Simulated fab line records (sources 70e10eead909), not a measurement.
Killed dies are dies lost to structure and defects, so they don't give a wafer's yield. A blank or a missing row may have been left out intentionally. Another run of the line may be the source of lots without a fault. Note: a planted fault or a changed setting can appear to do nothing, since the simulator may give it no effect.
The tool behind it: which one? | flow nandHarc | 15 lots with 45 wafers sampled at 5 steps, on a route of 1159 steps

== WHAT EACH GAUGE READ, for each wafer ==
The record holds no reading of a measuring or inspecting step that can be judged against a usual standard deviation.

== WHAT TOOL EACH LOT RAN ON (gives the tool, then ch and the chambers of the sampled wafers, and finally the start) ==
lot  | NHARC_A_CONTACT_CVD_19                  | NHARC_A_CONTACT_CMP_20        | NHARC_A_BLC_ETCH_17                          | NHARC_A_BLC_CVD_24           | NHARC_A_BLC_CMP_25
L997 | cvdW-01 ch 0, day 17 17:26 or earlier   | cmp-04 ch 0,1,2, day 17 17:26 | rieDiel-10 ch 0,2, day 17 20:37 or earlier   | cvdW-01 ch 1, day 17 20:37   | cmp-03 ch 0,1,2, day 17 21:07
L994 | cvdW-02 ch 0,1, day 17 17:54 or earlier | cmp-03 ch 1,2,3, day 17 17:54 | rieDiel-08 ch 2,3, day 18 01:04 or earlier   | cvdW-02 ch 0,1, day 18 01:04 | cmp-03 ch 1,2, day 18 01:23
L995 | cvdW-01 ch 0, day 17 19:35 or earlier   | cmp-03 ch 0,1,3, day 17 19:35 | rieDiel-10 ch 0,2,3, day 18 01:17 or earlier | cvdW-02 ch 0,1, day 18 01:17 | cmp-02 ch 1,2,3, day 18 01:49
L999 | cvdW-02 ch 0,1, day 17 19:56 or earlier | cmp-03 ch 1,2,3, day 17 19:56 | rieDiel-08 ch 1,2, day 18 01:43 or earlier   | cvdW-02 ch 0,1, day 18 01:43 | cmp-02 ch 2,3, day 18 02:14
L998 | cvdW-01 ch 0,1, day 18 02:04 or earlier | cmp-03 ch 0,2,3, day 18 02:04 | rieDiel-08 ch 0,1,2, day 18 05:16 or earlier | cvdW-02 ch 0,1, day 18 05:16 | cmp-01 ch 2,3, day 18 05:44
L996 | cvdW-02 ch 0, day 18 03:02 or earlier   | cmp-02 ch 0,1,3, day 18 03:02 | rieDiel-10 ch 1,2, day 18 06:14 or earlier   | cvdW-02 ch 0,1, day 18 06:14 | cmp-02 ch 0,2, day 18 06:42
L100 | cvdW-02 ch 0,1, day 19 05:17 or earlier | cmp-02 ch 1,2,3, day 19 05:17 | rieDiel-10 ch 0,1,3, day 19 08:29 or earlier | cvdW-01 ch 0,1, day 19 08:29 | cmp-01 ch 0,1,3, day 19 09:01
L102 | cvdW-01 ch 0,1, day 19 15:55 or earlier | cmp-04 ch 0,1,3, day 19 15:55 | rieDiel-08 ch 0,2,3, day 20 07:15 or earlier | cvdW-01 ch 0,1, day 20 07:15 | cmp-02 ch 0,2,3, day 20 07:45
L104 | cvdW-01 ch 0,1, day 20 01:14 or earlier | cmp-02 ch 0,2,3, day 20 01:14 | rieDiel-08 ch 0,1,2, day 20 09:31 or earlier | cvdW-01 ch 0,1, day 20 09:31 | cmp-02 ch 0,3, day 20 09:58
L103 | cvdW-01 ch 0,1, day 20 03:02 or earlier | cmp-04 ch 0,1,3, day 20 03:02 | rieDiel-08 ch 0,3, day 20 18:22 or earlier   | cvdW-01 ch 0,1, day 20 18:22 | cmp-01 ch 0,1, day 20 18:55
L106 | cvdW-01 ch 0,1, day 20 09:35 or earlier | cmp-02 ch 0,2,3, day 20 09:35 | rieDiel-08 ch 0,3, day 20 19:27 or earlier   | cvdW-02 ch 0,1, day 20 19:27 | cmp-02 ch 2,3, day 20 21:04
L107 | cvdW-02 ch 0,1, day 20 20:38 or earlier | cmp-04 ch 2,3, day 20 20:38   | rieDiel-10 ch 1,3, day 21 03:04 or earlier   | cvdW-02 ch 0, day 21 03:04   | cmp-02 ch 1,2,3, day 21 03:33
L105 | cvdW-02 ch 0,1, day 21 03:10 or earlier | cmp-04 ch 0,1,2, day 21 03:10 | rieDiel-10 ch 0,2,3, day 21 11:13 or earlier | cvdW-02 ch 0,1, day 21 11:13 | cmp-02 ch 1,2,3, day 21 12:59
L108 | cvdW-02 ch 0,1, day 21 04:21 or earlier | cmp-04 ch 1,3, day 21 04:21   | rieDiel-10 ch 1,2, day 21 12:33 or earlier   | cvdW-02 ch 0,1, day 21 12:33 | cmp-03 ch 0,1, day 21 12:56
L115 | cvdW-01 ch 0,1, day 22 19:51 or earlier | cmp-04 ch 0,3, day 22 19:51   | rieDiel-08 ch 0,1,2, day 22 23:01 or earlier | cvdW-02 ch 0, day 22 23:01   | cmp-03 ch 1,2, day 23 00:13
- NHARC_A_CONTACT_CVD_19: deposits W, target thk 300 nm, time 802 s.
- NHARC_A_CONTACT_CMP_20: polishes, t overpolish 30 s, target thk 300 nm.
- NHARC_A_BLC_ETCH_17: etches the open film in N2/H2, target depth 390 nm, time 609.38 s.
- NHARC_A_BLC_CVD_24: deposits W, target thk 150 nm, time 434 s.
- NHARC_A_BLC_CMP_25: polishes, t overpolish 30 s, target thk 150 nm.

== AS READ BY THE TOOLS THEMSELVES (means over the sampled wafers that have a number; for cases with no such wafer, the mark the record gives instead) ==
NHARC_A_CONTACT_CVD_19. Usual: heaterPowerW 446 W, standard deviation 40; throttleValvePct 7.9 %, standard deviation 0.41.
lot  | tool    | heaterPowerW (W) | throttleValvePct (%) | flag
L997 | cvdW-01 | 419              | 7.3                  | 
L994 | cvdW-02 | 447              | 8.4                  | 
L995 | cvdW-01 | 416              | 7.6                  | 
L999 | cvdW-02 | 486              | 8.0                  | 
L998 | cvdW-01 | 422              | 7.7                  | 
L996 | cvdW-02 | 519              | 7.7                  | 
L100 | cvdW-02 | 449              | 8.4                  | 
L102 | cvdW-01 | 426              | 7.7                  | 
L104 | cvdW-01 | 424              | 7.6                  | 
L103 | cvdW-01 | 426              | 7.6                  | 
L106 | cvdW-01 | 433              | 7.7                  | 
L107 | cvdW-02 | 450              | 8.2                  | 
L105 | cvdW-02 | 447              | 8.3                  | 
L108 | cvdW-02 | 484              | 8.2                  | 
L115 | cvdW-01 | 437              | 7.8                  | 

NHARC_A_CONTACT_CMP_20. Usual: motorCurrentA 11.9 A, standard deviation 0.91; overpolishRunS 30.001 s, standard deviation 0.0097; timeToEndpointS 60 s, standard deviation 4.
lot  | tool   | motorCurrentA (A) | overpolishRunS (s) | timeToEndpointS (s) | flag
L997 | cmp-04 | 12.5              | 30.012             | 64                  | 
L994 | cmp-03 | 11.7              | 29.992             | 57                  | 
L995 | cmp-03 | 11.4              | 29.995             | 58                  | 
L999 | cmp-03 | 11.7              | 30.000             | 62                  | 
L998 | cmp-03 | 11.7              | 30.014             | 60                  | 
L996 | cmp-02 | 12.1              | 29.993             | 63                  | 
L100 | cmp-02 | 12.4              | 30.003             | 63                  | 
L102 | cmp-04 | 12.2              | 30.005             | 61                  | 
L104 | cmp-02 | 11.4              | 29.997             | 58                  | 
L103 | cmp-04 | 12.3              | 30.001             | 59                  | 
L106 | cmp-02 | 11.9              | 30.006             | 58                  | 
L107 | cmp-04 | 11.3              | 29.995             | 55                  | 
L105 | cmp-04 | 12.7              | 30.006             | 65                  | 
L108 | cmp-04 | 13.1              | 29.995             | 58                  | 
L115 | cmp-04 | 11.7              | 30.007             | 62                  | 

NHARC_A_BLC_ETCH_17. Usual: drypumpMotorCurrentA 5.6 A, standard deviation 0.48; oesProductAu 1.000 a.u., standard deviation 0.0094; rfFwdPowerW 399.4 W, standard deviation 1.3; rfVppV 430 V, standard deviation 3.2; showerheadPlenumPTorr 2.03 Torr, standard deviation 0.11; throttleValvePct 14.172 %, standard deviation 0.0093.
lot  | tool       | drypumpMotorCurrentA (A) | oesProductAu (a.u.) | rfFwdPowerW (W) | rfVppV (V) | showerheadPlenumPTorr (Torr) | throttleValvePct (%) | flag
L997 | rieDiel-10 | 5.2                      | 1.010               | 397.6           | 428        | 1.95                         | 14.175               | 
L994 | rieDiel-08 | 5.5                      | 1.001               | 398.2           | 427        | 1.89                         | 14.183               | 
L995 | rieDiel-10 | 5.6                      | 0.996               | 399.4           | 431        | 2.04                         | 14.172               | 
L999 | rieDiel-08 | 5.4                      | 0.994               | 401.8           | 429        | 1.98                         | 14.174               | 
L998 | rieDiel-08 | 5.8                      | 0.998               | 398.0           | 431        | 2.06                         | 14.174               | 
L996 | rieDiel-10 | 5.4                      | 1.003               | 399.8           | 430        | 2.02                         | 14.170               | 
L100 | rieDiel-10 | 5.3                      | 1.011               | 400.3           | 431        | 2.05                         | 14.170               | 
L102 | rieDiel-08 | 5.8                      | 1.000               | 398.9           | 429        | 1.97                         | 14.169               | 
L104 | rieDiel-08 | 5.8                      | 0.998               | 399.6           | 431        | 2.05                         | 14.174               | 
L103 | rieDiel-08 | 6.2                      | 1.000               | 399.2           | 431        | 2.05                         | 14.177               | 
L106 | rieDiel-08 | 5.9                      | 0.993               | 399.5           | 429        | 1.98                         | 14.174               | 
L107 | rieDiel-10 | 5.3                      | 1.004               | 399.8           | 432        | 2.09                         | 14.171               | 
L105 | rieDiel-10 | 5.6                      | 1.000               | 399.3           | 430        | 2.04                         | 14.172               | 
L108 | rieDiel-10 | 5.5                      | 0.995               | 399.1           | 430        | 2.01                         | 14.176               | 
L115 | rieDiel-08 | 5.7                      | 0.999               | 399.0           | 431        | 2.05                         | 14.180               | 

NHARC_A_BLC_CVD_24. Usual: heaterPowerW 455 W, standard deviation 48; throttleValvePct 8.0 %, standard deviation 0.44.
lot  | tool    | heaterPowerW (W) | throttleValvePct (%) | flag
L997 | cvdW-01 | 429              | 7.8                  | 
L994 | cvdW-02 | 444              | 8.2                  | 
L995 | cvdW-02 | 479              | 8.0                  | 
L999 | cvdW-02 | 447              | 8.3                  | 
L998 | cvdW-02 | 493              | 8.1                  | 
L996 | cvdW-02 | 489              | 8.2                  | 
L100 | cvdW-01 | 428              | 7.7                  | 
L102 | cvdW-01 | 433              | 7.6                  | 
L104 | cvdW-01 | 426              | 7.7                  | 
L103 | cvdW-01 | 426              | 7.6                  | 
L106 | cvdW-02 | 485              | 8.1                  | 
L107 | cvdW-02 | 527              | 7.9                  | 
L105 | cvdW-02 | 448              | 8.4                  | 
L108 | cvdW-02 | 492              | 8.3                  | 
L115 | cvdW-02 | 530              | 8.0                  | 

NHARC_A_BLC_CMP_25. Usual: motorCurrentA 12.1 A, standard deviation 1; overpolishRunS 30.000 s, standard deviation 0.0093; timeToEndpointS 29.1 s, standard deviation 2.7.
lot  | tool   | motorCurrentA (A) | overpolishRunS (s) | timeToEndpointS (s) | flag
L997 | cmp-03 | 11.2              | 29.995             | 31.5                | 
L994 | cmp-03 | 11.4              | 30.005             | 30.2                | 
L995 | cmp-02 | 12.4              | 30.000             | 30.0                | 
L999 | cmp-02 | 11.4              | 29.985             | 28.3                | 
L998 | cmp-01 | 12.9              | 30.003             | 29.6                | 
L996 | cmp-02 | 11.1              | 29.996             | 28.4                | 
L100 | cmp-01 | 13.0              | 30.004             | 29.1                | 
L102 | cmp-02 | 11.5              | 29.994             | 29.2                | 
L104 | cmp-02 | 11.7              | 30.002             | 30.2                | 
L103 | cmp-01 | 12.1              | 29.996             | 30.8                | 
L106 | cmp-02 | 12.4              | 30.001             | 56.2                | OFF
L107 | cmp-02 | 12.1              | 30.000             | 28.2                | 
L105 | cmp-02 | 12.3              | 29.999             | 57.4                | OFF
L108 | cmp-03 | 10.8              | 30.002             | 32.7                | 
L115 | cmp-03 | 11.2              | 30.000             | 60.6                | OFF

== THE ANSWER, worked out from the rows above alone ==
Rule: a lot is off if the mean of its wafers that have a number lies more than 3 standard deviations from the usual mean. Also off: a lot with no number at a reading for which 4 or more lots have one. The other lots that the step has rows for count as sound. Order of review: gauges by route order, followed by the tools' own readings, for which a lot's mean as printed above is used. At the first step where some lot is off, the reading lying furthest off is the one used; lots without a number count as furthest.
Off: L106, L105, L115, at NHARC_A_BLC_CMP_25 (timeToEndpointS).
If a tool, at that step or one of the process steps before it, ran each lot that is off and ran no sound lot following the first of them, it fits. NHARC_A_CONTACT_CVD_19 gives no start for some lots, so the hours and the order of its lots are those of NHARC_A_CONTACT_CMP_20. NHARC_A_BLC_ETCH_17 gives no start for some lots, so the hours and the order of its lots are those of NHARC_A_BLC_CVD_24. Of those tried, none fits.

== WHAT WAS PUT IN BY THE SIMULATOR ==
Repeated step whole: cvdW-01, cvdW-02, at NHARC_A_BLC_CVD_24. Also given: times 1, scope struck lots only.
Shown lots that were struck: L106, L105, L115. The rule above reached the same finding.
